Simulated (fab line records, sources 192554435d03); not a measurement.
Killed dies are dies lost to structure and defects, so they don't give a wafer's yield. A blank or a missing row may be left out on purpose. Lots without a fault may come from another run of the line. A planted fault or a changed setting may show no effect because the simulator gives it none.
fab line records | flow n5_finfet
record lots=10 wafers=25 last_day=19
route steps=1938 shown GATE_CUT@499 BEOL_M4@1111 PASSIVATION@1936
lots that met no fault: from a run of the same line without faults
start_h: hours from the record's first day to the start of the lot's first wafer shown | wait_h: hours since the lot's step before | " the same as in the row above | L1.1+2: a row that stands for several wafers | - no value, or no start given | * or withheld: withheld | < > ~ a bound
route shown NAME@n: a module of which the file shows steps, and the number in the route of the first | usual: mean/standard deviation of fault-free wafers | same: alike in all rows | chamber/n: place in a boat | sites: the reading at each site | _std_site: their standard deviation | _edge_site: outer sites' mean less inner sites' | radius_mm: how far each site lies from the wafer's centre | mask NAME#n: copy n | behind: the tool/chamber that last shaped the wafer | hold: why the lot was held/for how many hours/how that ended | device: the transistor (n, p or np) that didn't switch | end of line: the same wafers' tests at the end of the route | a step without rows: its recipe alone | killed: dies lost to structure and defects at the first sort, not the wafer's yield | map: a wafer's dies, x killed, . not, _ none there
set.NAME: the setting as run; set.NAME@STEP: as run at that earlier step | model.NAME: the simulator's own value behind a step, which no gauge read
steps of the route over a sample of lots; a table a step, a row a wafer
services: from which hour (start_h, from the record's first day; less than 0 if before it) a tool's chamber was out of use, for how many hours, and why
## steps
# step N5_GATE_CUT_ETCH_19
# recipe chemistry=CH3F/O2 target=SiNx mask_material=SiO2 target_depth_a=537 time_s=76.7 pressure_mtorr=30 source_w=395 bias_w=73 Ar_flow_sccm=150 CH3F_flow_sccm=30 O2_flow_sccm=20 ion_energy_ev=120 ends=cleared
# usual CH3F_flow_sccm=30.00/0.09 drypump_motor_current_A=5.75/0.28 etch_rf_on_time_s=77.4/1.7 oes_f_703_au=0.79/0.073 oes_product_au=0.67/0.059 rf_vpp_V=295/5.7 showerhead_plenum_p_Torr=1.99/0.07 throttle_valve_pct=16.32/0.26
# columns lot.wafer tool chamber start_h wait_h CH3F_flow_sccm drypump_motor_current_A etch_rf_on_time_s oes_f_703_au oes_product_au rf_hours_counter_h rf_vpp_V showerhead_plenum_p_Torr throttle_valve_pct
L233.3 rie_diel-05 1 91.12 0.0 30.23 5.20 79.0 0.78 0.63 145 299 1.91 16.54
L233.4 " 3 " " 29.87 5.75 75.6 0.91 0.75 - 298 1.95 15.91
L234.1 rie_diel-05 1 106.17 0.0 30.05 5.18 78.2 0.76 0.63 150 300 1.91 16.58
L234.5 " 1 " " 30.10 5.18 78.7 0.76 0.63 - 299 1.91 16.55
L234.6 " 0 " " 30.01 5.78 78.8 0.74 0.63 - 292 1.99 16.37
L237.2 rie_diel-06 3 120.61 0.0 29.94 5.39 77.2 0.82 0.74 32 300 2.13 16.33
L237.3 " 1 " " 30.07 6.24 74.7 0.77 0.65 195 286 1.90 16.15
L239.2 rie_diel-01 2 130.34 0.0 29.98 5.64 76.7 0.76 0.61 195 293 2.07 16.58
L239.4 " 0 " " 29.92 5.67 77.5 0.88 0.73 49 294 1.96 15.89
L240.1 rie_diel-06 2 131.84 0.0 29.90 6.04 76.4 0.76 0.65 110 287 1.92 16.32
L240.2 " 1 " " 30.05 6.25 75.6 0.77 0.64 197 287 1.90 16.12
L240.5 " 2 " " 29.97 6.02 77.2 0.76 0.65 - 288 1.92 16.30
L251.1 rie_diel-01 0 200.51 0.0 29.92 5.65 77.6 0.85 0.70 72 294 1.95 15.95
L251.3 " 2 " " 30.05 5.65 77.6 0.75 0.60 211 294 2.06 16.61
L252.1 rie_diel-05 0 207.03 0.0 29.98 5.75 80.0 0.72 0.61 193 293 1.98 16.45
L252.2 " 3 " " 29.96 5.75 75.4 0.87 0.71 93 299 1.93 15.96
L252.5 " 3 " " 30.04 5.76 75.6 0.87 0.71 - 298 1.93 15.98
L253.1 rie_diel-06 1 212.47 0.0 30.08 6.26 75.5 0.75 0.63 218 286 1.89 16.18
L253.5 " 3 " " 30.00 5.41 78.7 0.79 0.71 - 298 2.12 16.37
L253.6 " 2 " " 30.00 6.02 77.6 0.73 0.63 - 286 1.91 16.37
L254.3 rie_diel-05 1 220.95 0.0 29.92 5.18 79.3 0.74 0.60 185 300 1.90 16.62
L254.5 " 1 " " 29.95 5.18 79.1 0.74 0.60 - 299 1.90 16.63
L254.6 " 0 " " 30.04 5.76 79.6 0.72 0.61 - 292 1.97 16.45
L255.1 rie_diel-01 0 224.32 0.0 30.04 5.61 77.2 0.84 0.70 80 295 1.95 15.95
L255.4 " 3 " " 30.02 5.86 76.0 1.00 0.79 12 287 2.05 15.96
# step N5_GATE_CUT_VAPOR_ETCH_51
# recipe chemistry=BCl3/Cl2 target=HfO2 mode=isotropic
# usual drypump_motor_current_A=5.6/0.4 oes_product_au=0.73/0.13
# columns lot.wafer tool chamber start_h wait_h drypump_motor_current_A oes_product_au
L233.3 rie_metal-03 0 91.48 0.0 5.7 0.58
L233.4 " 1 " " 5.7 0.61
L234.1 rie_metal-01 0 106.76 0.1 5.6 0.89
L234.5 " 0 " " 5.6 0.89
L234.6 " 0 " " 5.6 0.89
L237.2 rie_metal-02 1 120.95 0.0 4.8 0.70
L237.3 " 0 " " 5.8 0.65
L239.2 rie_metal-01 1 130.69 0.0 6.1 0.96
L239.4 " 1 " " 6.0 0.96
L240.1 rie_metal-03 1 132.19 0.0 5.7 0.61
L240.2 " 0 " " 5.8 0.58
L240.5 " 1 " " 5.7 0.61
L251.1 rie_metal-02 1 200.86 0.0 4.8 0.69
L251.3 " 1 " " 4.8 0.69
L252.1 rie_metal-02 1 207.38 0.0 4.8 0.69
L252.2 " 0 " " 5.8 0.64
L252.5 " 1 " " 4.8 0.68
L253.1 rie_metal-01 1 212.82 0.0 6.0 0.89
L253.5 " 0 " " 5.6 0.83
L253.6 " 1 " " 6.0 0.88
L254.3 rie_metal-02 0 221.65 0.0 5.8 0.63
L254.5 " 0 " " 5.8 0.64
L254.6 " 1 " " 4.8 0.68
L255.1 rie_metal-01 1 224.67 0.0 6.0 0.88
L255.4 " 1 " " 6.0 0.88
# step N5_GATE_CUT_ALD_22
# recipe material=SiNx target_thk_a=160 temp_c=400 ald_precursor_family=SiH2I2 ald_co_reactant=N2/H2-plasma pulse_time_s=1 ald_cycles=320 purge_time_s=2 co_reactant_purge_time_s=2 pressure_torr=2
# usual ald_cycles=320/0 heater_power_w=811/50 precursor_pulse_height_rel=0.997/0.019 susceptor_temp_C=400.00/0.24
# columns lot.wafer tool chamber start_h wait_h ald_cycles heater_power_w precursor_pulse_height_rel susceptor_temp_C
L233.3 ald_sin-03 0 92.33 0.7 320 794 1.037 399.93
L233.4 " 1 " " 320 816 1.002 399.86
L234.1 ald_sin-03 3 107.00 0.0 320 720 1.013 400.00
L234.5 " 2 " " 320 834 1.004 399.86
L234.6 " 1 " " 320 838 1.019 399.89
L237.2 ald_sin-03 3 121.16 0.0 108 734 1.006 399.74
L237.3 " 0 " " 320 793 1.004 399.89
L239.2 ald_sin-03 3 130.90 0.0 108 712 0.998 400.18
L239.4 " 0 " " 320 810 0.989 400.13
L240.1 ald_sin-03 3 132.39 0.0 320 714 0.994 400.20
L240.2 " 2 " " 108 831 0.992 400.12
L240.5 " 3 " " 320 700 1.030 400.08
L251.1 ald_sin-02 3 201.07 0.0 320 880 0.978 400.15
L251.3 " 2 " " 320 798 1.000 399.55
L252.1 ald_sin-02 2 207.65 0.1 320 790 0.971 400.05
L252.2 " 0 " " 320 777 1.020 400.01
L252.5 " 3 " " 320 873 1.013 400.10
L253.1 ald_sin-01 0 213.80 0.5 320 771 0.994 399.78
L253.5 " 0 " " 320 776 1.011 399.85
L253.6 " 1 " " 320 809 0.979 400.45
L254.3 ald_sin-02 0 222.20 0.4 320 772 0.996 400.39
L254.5 " 2 " " 320 795 1.003 400.18
L254.6 " 3 " " 320 904 1.017 400.19
L255.1 ald_sin-01 0 224.87 0.0 320 799 0.942 400.01
L255.4 " 2 " " 320 817 1.005 400.45
# step N5_GATE_CUT_CMP_23
# recipe stop_on=SiO2 t_overpolish_s=23.4 post_cmp_clean=alkaline_brush down_force_psi=2.5 platen_rpm=51.8 pad_velocity_m_s=1.0307 target_thk_nm=16
# usual motor_current_A=9.4/1 slurry_flow_ml_min=149.9/0.47 time_to_endpoint_s=20.1/2.9
# columns lot.wafer tool chamber start_h wait_h motor_current_A slurry_flow_ml_min time_to_endpoint_s
L233.3 cmp-03 0 93.87 0.8 9.8 150.1 17.9
L233.4 " 2 " " 7.9 150.5 22.3
L234.1 cmp-02 2 108.60 0.9 7.7 150.5 19.9
L234.5 " 3 " " 9.8 149.8 22.7
L234.6 " 0 " " 10.6 150.3 18.3
L237.3 cmp-02 1 122.69 0.8 8.5 150.4 24.3
L237.2 " 3 " " 9.7 150.2 11.5
L239.2 cmp-02 3 132.39 0.8 9.5 149.3 9.3
L239.4 " 2 " " 7.3 149.5 19.9
L240.2 cmp-01 1 133.92 0.8 10.5 150.1 8.0
L240.1 " 3 " " 9.4 150.0 15.8
L240.5 " 1 " " 10.9 149.6 21.8
L251.3 cmp-01 2 202.57 0.8 10.3 150.6 15.9
L251.1 " 0 " " 8.7 149.1 17.4
L252.1 cmp-03 0 209.21 0.8 9.9 150.1 17.0
L252.2 " 1 " " 9.5 149.3 21.3
L252.5 " 2 " " 8.3 150.7 19.8
L253.1 cmp-01 0 215.36 0.8 8.5 149.9 19.6
L253.6 " 2 " " 9.9 150.3 17.7
L253.5 " 3 " " 10.0 149.8 13.5
L254.3 cmp-01 2 223.69 0.8 9.6 149.6 16.4
L254.6 " 2 " " 9.9 149.8 16.0
L254.5 " 3 " " 9.8 149.8 10.8
L255.4 cmp-02 2 226.40 0.8 7.5 149.9 21.8
L255.1 " 0 " " 11.0 149.3 17.3
# step N5_GATE_CUT_THK_MEAS_24
# recipe reads=SiO2_of_GATE_CUT_HM_DEP_46+SiO2_flowable_of_ILD0_FCVD_FILL_01
# usual GC_FILL_THK=221.5/2.3
# columns lot.wafer tool chamber start_h wait_h GC_FILL_THK[nm]
L233.3 film_metro-02 - 94.12 - 219.3
L233.4 " - " " 223.4
L234.1 film_metro-02 - 108.78 - 218.1
L234.5 " - " " 219.3
L234.6 " - " " 221.1
L237.2 film_metro-01 - 122.94 - 220.4
L237.3 " - " " 222.3
L239.2 film_metro-01 - 132.68 - 216.9
L239.4 " - " " 221.5
L240.1 film_metro-01 - 134.18 - 219.2
L240.2 " - " " 219.3
L240.5 " - " " 222.5
L251.1 film_metro-02 - 202.86 - 220.4
L251.3 " - " " 218.7
L252.1 film_metro-02 - 209.43 - 221.9
L252.2 " - " " 217.1
L252.5 " - " " 219.9
L253.1 film_metro-01 - 215.58 - 221.8
L253.5 " - " " 222.2
L253.6 " - " " 224.8
L254.3 film_metro-01 - 223.99 - 222.3
L254.5 " - " " 221.4
L254.6 " - " " 223.5
L255.1 film_metro-02 - 226.65 - 218.1
L255.4 " - " " 219.3
# step N5_BEOL_M4_RC_MEAS_101
# usual DIBL_N=36.4/2.2 DIBL_P=36.3/2.5 IOFF_N=0.17/0.052 IOFF_P=0.23/0.049 ION_N=674/17 ION_P=464/11 SS_N=71.7/0.98 SS_P=73.3/0.84 VT_N=250/4 VT_P=-249/3.8
# columns lot.wafer tool chamber start_h wait_h DIBL_N[mV/V] DIBL_P[mV/V] IOFF_N[nA/um] IOFF_P[nA/um] ION_N[uA/um] ION_P[uA/um] SS_N[mV/dec] SS_P[mV/dec] VT_N[mV] VT_P[mV]
L233.3 prober-01 0 186.41 0.3 36.5 36.3 0.15 0.22 686 466 71.0 72.7 247 -249
L233.4 " 0 " " 34.8 33.8 0.11 0.18 627 440 71.2 73.0 259 -257
L234.1 prober-02 0 239.10 0.0 37.6 38.8 0.21 0.33 691 477 71.3 73.8 246 -242
L234.5 " 0 " " 36.1 35.6 0.16 0.25 686 481 71.6 73.1 251 -244
L234.6 " 0 " " 33.2 33.2 0.12 0.21 656 464 70.8 72.4 256 -247
L239.2 prober-02 0 247.64 0.2 37.0 36.9 0.18 0.21 692 466 71.9 73.4 247 -249
L239.4 " 0 " " 36.9 38.0 0.17 0.23 677 465 70.9 74.2 249 -249
L237.2 prober-01 0 256.95 0.2 35.5 34.3 0.14 0.22 664 463 70.7 73.3 252 -246
L237.3 " 0 " " 36.1 34.7 0.15 0.22 656 461 71.5 73.7 251 -247
L240.1 prober-01 0 259.17 0.0 33.6 34.8 0.13 0.18 650 443 72.0 73.4 253 -252
L240.2 " 0 " " 34.4 35.8 0.15 0.20 683 464 72.2 73.1 248 -250
L240.5 " 0 " " 34.4 36.2 0.14 0.22 651 454 71.8 73.4 253 -252
L251.1 prober-02 0 317.45 0.0 36.8 36.9 0.18 0.24 689 468 71.7 72.9 245 -248
L251.3 " 0 " " 38.1 38.4 0.19 0.25 679 463 72.0 73.9 246 -245
L252.1 prober-01 0 326.37 0.0 33.2 33.6 0.11 0.17 667 459 70.6 71.8 252 -249
L252.2 " 0 " " 37.1 37.4 0.18 0.23 695 472 72.1 72.9 244 -244
L252.5 " 0 " " 35.7 35.1 0.15 0.18 659 451 70.6 72.5 251 -252
L253.1 prober-02 0 331.96 0.0 35.2 34.1 0.15 0.20 683 464 71.3 72.3 249 -251
L253.5 " 0 " " 35.0 34.6 0.14 0.20 675 466 71.2 72.1 251 -250
L253.6 " 0 " " 36.6 36.3 0.17 0.23 689 470 72.5 73.7 249 -249
L254.3 prober-01 0 348.84 0.3 35.3 35.1 0.15 0.21 679 470 71.6 73.5 252 -248
L254.5 " 0 " " 37.2 37.3 0.19 0.24 687 470 71.8 73.9 247 -249
L254.6 " 0 " " 32.0 30.7 0.11 0.16 676 470 69.8 72.2 255 -253
L255.1 prober-01 0 349.46 0.7 33.5 34.5 0.12 0.19 652 459 71.2 72.9 255 -249
L255.4 " 0 " " 34.1 34.9 0.14 0.20 674 470 70.4 71.8 248 -249
# step N5_PASSIVATION_PROBE_49
# usual defect_limited_yield=91.2/1.4 killed_at_M0_to_M3=34/9.3 killed_at_M4_up=14/5.9 killed_at_contacts=14/5.7 killed_at_front_end=38/10 killed_at_other=4/3.2 killed_dies=104/17 killed_on_rim=14/4 killed_open=67/13 killed_short=33/6.9 sort_bin_5_function=5.2/1 sort_bin_6_memory=3.3/0.61 sort_bin_8_speed=0.3/1.8 sort_n_pass=1069/52 sort_yield_pct=91/4.4
# same gross_dies=1180 killed_at_back_side=0 sort_bin_4_leakage[%]=0
# columns lot.wafer tool chamber start_h wait_h defect_limited_yield[%] killed_at_M0_to_M3 killed_at_M4_up killed_at_contacts killed_at_front_end killed_at_other killed_dies killed_on_rim killed_open killed_short sort_bin_5_function[%] sort_bin_6_memory[%] sort_bin_8_speed[%] sort_n_pass sort_yield_pct[%]
L233.3 prober-01 - 292.20 0.1 90.8 37 13 15 32 12 109 14 66 34 5.8 3.1 0 1071 91
L233.4 prober-01 - 292.25 0.2 90.5 33 10 26 39 4 112 23 68 40 6.3 2.5 18.6 848 72
L237.3 prober-01 - 363.31 0.1 88.6 31 23 49 30 2 135 19 79 28 7.3 3.9 0 1045 89
L240.1 prober-01 - 371.95 0.0 90.5 42 24 3 43 0 112 19 79 31 5.4 3.6 0.1 1067 90
L251.1 prober-02 - 417.78 0.0 90.8 39 8 16 42 4 109 13 67 38 5.7 3.4 0 1071 91
L251.3 prober-02 - 417.88 0.1 91.0 30 14 10 50 2 106 12 63 38 5.3 3.3 0 1074 91
L253.1 prober-02 - 438.40 0.0 91.3 33 15 21 33 1 103 16 66 33 5.3 3.1 0 1077 91
L253.5 prober-02 - 438.60 0.2 93.0 28 8 12 32 3 83 12 59 19 3.9 2.8 0 1097 93
L253.6 prober-02 - 438.65 0.3 92.9 26 4 7 45 2 84 9 46 34 4.2 2.6 0 1096 93
L255.1 prober-01 - 461.54 0.7 89.5 45 15 9 47 8 124 25 65 44 6.3 3.6 0 1056 89
L255.4 prober-01 - 461.69 0.8 91.2 33 13 7 41 10 104 15 63 35 5.8 2.9 0 1076 91
# killed by level:class
L233.3 MOL_CONTACT_COAG:geometric_particle:open=11 BEOL_M0_SAQP:geometric_particle:open=9 FIN_SAQP:geometric_particle:short=8 BEOL_M0_SAQP:geometric_particle:short=8 FIN_SAQP:geometric_particle:open=6 BEOL_M1:geometric_particle:open=5 DUMMY_GATE:geometric_particle:open=4 BEOL_M0:geometric_particle:open=4
L233.4 MOL_CONTACT_COAG:geometric_particle:open=22 BEOL_M2:geometric_particle:open=11 GATE_CUT:geometric_particle:short=9 FIN_SAQP:geometric_particle:open=5 FIN_SAQP:geometric_particle:short=5 GATE_CUT:geometric_particle:open=5 BEOL_M0_SAQP:geometric_particle:short=5 MOL_CONTACT_COAG:geometric_particle:short=4
L237.3 MOL_CONTACT_COAG:area_etch=25 MOL_CONTACT_COAG:geometric_particle:open=20 BEOL_M4:geometric_particle:open=13 FIN_SAQP:geometric_particle:open=8 FIN_SAQP:geometric_particle:short=6 BEOL_M0_SAQP:geometric_particle:short=6 BEOL_M0:geometric_particle:open=6 BEOL_M2:geometric_particle:open=6
L240.1 BEOL_M4:geometric_particle:open=10 BEOL_M0_SAQP:geometric_particle:open=9 BEOL_M2:geometric_particle:open=9 STI_FIN_REVEAL:geometric_particle:open=8 FIN_SAQP:geometric_particle:open=7 BEOL_M0_SAQP:geometric_particle:short=7 BEOL_M1:geometric_particle:open=6 DUMMY_GATE:geometric_particle:open=5
L251.1 DUMMY_GATE:geometric_particle:open=12 MOL_CONTACT_COAG:geometric_particle:open=12 BEOL_M0_SAQP:geometric_particle:short=9 BEOL_M1:geometric_particle:open=8 FIN_SAQP:geometric_particle:open=7 BEOL_M0_SAQP:geometric_particle:open=5 GATE_CUT:geometric_particle:short=5 BEOL_M3:geometric_particle:open=5
L251.3 FIN_SAQP:geometric_particle:open=15 FIN_SAQP:geometric_particle:short=11 BEOL_M0_SAQP:geometric_particle:open=10 MOL_CONTACT_COAG:geometric_particle:open=8 BEOL_M2:geometric_particle:open=7 GATE_CUT:geometric_particle:short=6 BEOL_M0_SAQP:geometric_particle:short=6 STI_FIN_REVEAL:geometric_particle:open=5
L253.1 MOL_CONTACT_COAG:geometric_particle:open=16 STI_FIN_REVEAL:geometric_particle:open=10 BEOL_M2:geometric_particle:open=10 BEOL_M4:geometric_particle:open=6 BEOL_M0_SAQP:geometric_particle:short=5 BEOL_M1:geometric_particle:open=5 BEOL_M2:geometric_particle:short=5 DUMMY_GATE:geometric_particle:open=4
L253.5 MOL_CONTACT_COAG:geometric_particle:open=12 STI_FIN_REVEAL:geometric_particle:open=9 BEOL_M3:geometric_particle:open=7 DUMMY_GATE:geometric_particle:open=6 BEOL_M0_SAQP:geometric_particle:short=6 BEOL_M0_SAQP:geometric_particle:open=5 BEOL_M2:geometric_particle:open=4 GATE_CUT:geometric_particle:short=3
L253.6 STI_FIN_REVEAL:geometric_particle:open=12 BEOL_M0_SAQP:geometric_particle:short=9 STI_FIN_REVEAL:geometric_particle:short=7 BEOL_M3:geometric_particle:open=6 GATE_CUT:geometric_particle:short=5 MOL_CONTACT_COAG:geometric_particle:open=5 BEOL_M0_SAQP:geometric_particle:open=5 DUMMY_GATE:geometric_particle:open=4
L255.1 BEOL_M3:geometric_particle:open=13 FIN_SAQP:geometric_particle:short=11 BEOL_M0_SAQP:geometric_particle:short=8 FIN_CUT:area_etch=8 BEOL_M1:geometric_particle:open=7 MOL_CONTACT_COAG:geometric_particle:open=6 BEOL_M4:geometric_particle:open=6 ILD0:geometric_particle:short=5
L255.4 FIN_SAQP:geometric_particle:short=12 FIN_SAQP:geometric_particle:open=11 BEOL_M2:geometric_particle:open=8 BEOL_M3:geometric_particle:open=6 BEOL_M0_SAQP:geometric_particle:short=4 MOL_CONTACT_COAG:geometric_particle:open=4 BEOL_M1:geometric_particle:open=4 STARTING-WAFER:geometric_particle:short=4
## services
# columns tool chamber start_h hours kind
rie_metal-01 - 67.95 0.4 repair
ald_sin-03 2 71.74 6.7 repair
ald_sin-03 3 77.20 4.8 repair
rie_diel-05 2 86.52 6.5 repair
cmp-02 - 86.64 2.0 repair
cmp-02 - 100.03 4.0 pm
cmp-02 - 113.68 0.5 repair
ald_sin-03 1 118.42 19.7 repair
ald_sin-03 - 125.02 0.2 repair
rie_diel-06 - 132.24 0.2 repair
rie_diel-06 - 142.13 0.4 repair
ald_sin-03 - 144.13 2.8 pm
rie_metal-02 - 144.65 0.8 repair
cmp-02 - 151.06 3.3 repair
ald_sin-03 - 159.04 6.0 pm
rie_diel-05 3 162.96 6.1 repair
rie_diel-05 2 176.92 13.9 repair
ald_sin-02 - 177.14 14.0 pm
cmp-02 - 198.67 9.0 repair
rie_metal-02 - 204.99 0.6 repair
cmp-02 - 213.11 2.2 repair
cmp-01 - 216.58 4.6 pm
rie_metal-01 - 219.62 2.8 pm
cmp-02 - 224.69 1.6 repair
## key
first_sign step=N5_GATE_CUT_ALD_22 reading=ald_cycles direction=down sigmas=99+ usual=* struck=*
effect step=N5_GATE_CUT_CMP_23 reading=time_to_endpoint_s direction=down sigmas=3.6 usual=* struck=*
met_at N5_GATE_CUT_ALD_22
struck_lots L237,L239,L240
struck_wafers L237.2,L239.2,L240.2
baseline_loss step=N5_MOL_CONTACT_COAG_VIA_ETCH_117 wafers=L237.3
not_acting_at N5_GATE_CUT_ETCH_19,N5_GATE_CUT_VAPOR_ETCH_51,N5_GATE_CUT_THK_MEAS_24
onset_between 107.00 121.16
fault kind=process_parameter_drift tool=ald_sin-03 chamber=- onset_h=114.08 steps=N5_GATE_CUT_ALD_22 channel=ald_cycles offset=* shape=step end_h=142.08 scope=struck_wafers_only acts_in=* stated=*
# baseline_loss: these wafers lose ten dies or more at that step, a loss of the line's own and not of a fault; the sort's usual values leave them out
